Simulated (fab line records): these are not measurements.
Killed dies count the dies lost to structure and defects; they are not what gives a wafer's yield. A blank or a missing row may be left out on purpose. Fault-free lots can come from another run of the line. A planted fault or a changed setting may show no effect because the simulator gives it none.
Matching of chambers ; flow nand-harc ; 4 sister chambers for NHARC_A_CHANNEL_FILL_D2_ETCHBACK_20 on rie-diel-03
The step etches the open film in C4F8/O2/Ar, target depth 27 nm, time 13.5 s. 8 wafers are shown with their chamber, then 9 later ones without.

== WAFERS PAIRED WITH THEIR CHAMBERS ==
wafer;chamber;rf-vpp-V (V);bias-w (W)
L079.6;1;983;1497
L082.5;3;989;1499
L083.2;2;973;1502
L083.3;0;969;1499
L083.4;3;988;1502
L089.3;0;968;1493
L089.4;1;983;1493
L089.6;2;973;1502

== WAFERS WHOSE CHAMBER IS MISSING ==
wafer;rf-vpp-V (V);bias-w (W)
L088.4;974;1499
L088.5;987;1501
L088.6;968;1500
L092.2;969;1502
L092.3;987;1500
L092.4;974;1498
L096.1;989;1505
L096.5;983;1501
L096.6;973;1502

== EACH ONE'S CHAMBER ==
wafer;from the rows above;in truth
L088.4;2;2
L088.5;3;3
L088.6;0;0
L092.2;0;0
L092.3;3;3
L092.4;2;2
L096.1;3;3
L096.5;1;1
L096.6;2;2
Correct placement for 9 of the 9. Not placeable from these rows: 0. Placed wrongly: 0.
How it was worked out, from the rows above alone: a wafer's distance from a chamber is the root of the sum, over the readings, of the square of ((its reading less the chamber's mean) divided by the reading's scatter). If the next closest chamber is less than 2 further off than the closest, the wafer can't be placed; otherwise it belongs to the closest. The mean given for a chamber averages the wafers shown for that chamber. The scatter is the square root of a quotient: the sum, over the shown wafers, of each reading's squared deviation from its chamber's mean, divided by wafers minus chambers.
